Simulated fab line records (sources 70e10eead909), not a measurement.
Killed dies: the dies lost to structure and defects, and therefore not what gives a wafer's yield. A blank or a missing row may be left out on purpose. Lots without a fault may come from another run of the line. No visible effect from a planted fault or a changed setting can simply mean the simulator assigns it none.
Matching of chambers :: flow nand_harc :: cmp-03 running NHARC_P_CONTACT_CMP_01: 4 sister chambers
The step polishes SiO2, target thk 200 nm. 4 wafers are shown with their chamber, then 8 later ones without.

## WAFERS, EACH WITH ITS CHAMBER
wafer: L084.3
chamber: 1
motor_current_A (A): 12.8

wafer: L090.3
chamber: 0
motor_current_A (A): 12.8

wafer: L090.5
chamber: 2
motor_current_A (A): 10.3

wafer: L093.2
chamber: 3
motor_current_A (A): 10.7

## WAFERS MISSING THEIR CHAMBER
wafer: L093.4
motor_current_A (A): 11.8

wafer: L093.6
motor_current_A (A): 12.7

wafer: L095.1
motor_current_A (A): 11.2

wafer: L095.2
motor_current_A (A): 9.7

wafer: L095.5
motor_current_A (A): 12.2

wafer: L096.1
motor_current_A (A): 12.0

wafer: L096.3
motor_current_A (A): 10.4

wafer: L096.5
motor_current_A (A): 12.8

## WHICH CHAMBER EACH ONE RAN IN
wafer: L093.4
from the rows above: can't be placed: 0 or 1 or 3 or 2
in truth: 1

wafer: L093.6
from the rows above: can't be placed: 0 or 1
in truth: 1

wafer: L095.1
from the rows above: can't be placed: 3 or 2 or 0 or 1
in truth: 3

wafer: L095.2
from the rows above: can't be placed: 2 or 3
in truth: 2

wafer: L095.5
from the rows above: can't be placed: 0 or 1 or 3
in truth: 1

wafer: L096.1
from the rows above: can't be placed: 0 or 1 or 3 or 2
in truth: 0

wafer: L096.3
from the rows above: can't be placed: 2 or 3
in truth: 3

wafer: L096.5
from the rows above: can't be placed: 0 or 1
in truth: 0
Placed correctly: 0 of 8. Not placeable from these rows: 8 (in 8, the candidates include the true chamber). Placed wrongly: 0.
How it was worked out, from the rows above alone: a wafer's distance from a chamber is the root of the sum, over the readings, of the square of ((its reading less the chamber's mean) divided by the reading's scatter). If the next closest chamber is less than 2 further off than the closest, the wafer can't be placed; otherwise it belongs to the closest. A chamber's mean is the mean of its shown wafers. The scatter (one wafer shown for each chamber): square how far every hidden wafer sits from the nearest shown wafer, average those squares and take the square root.
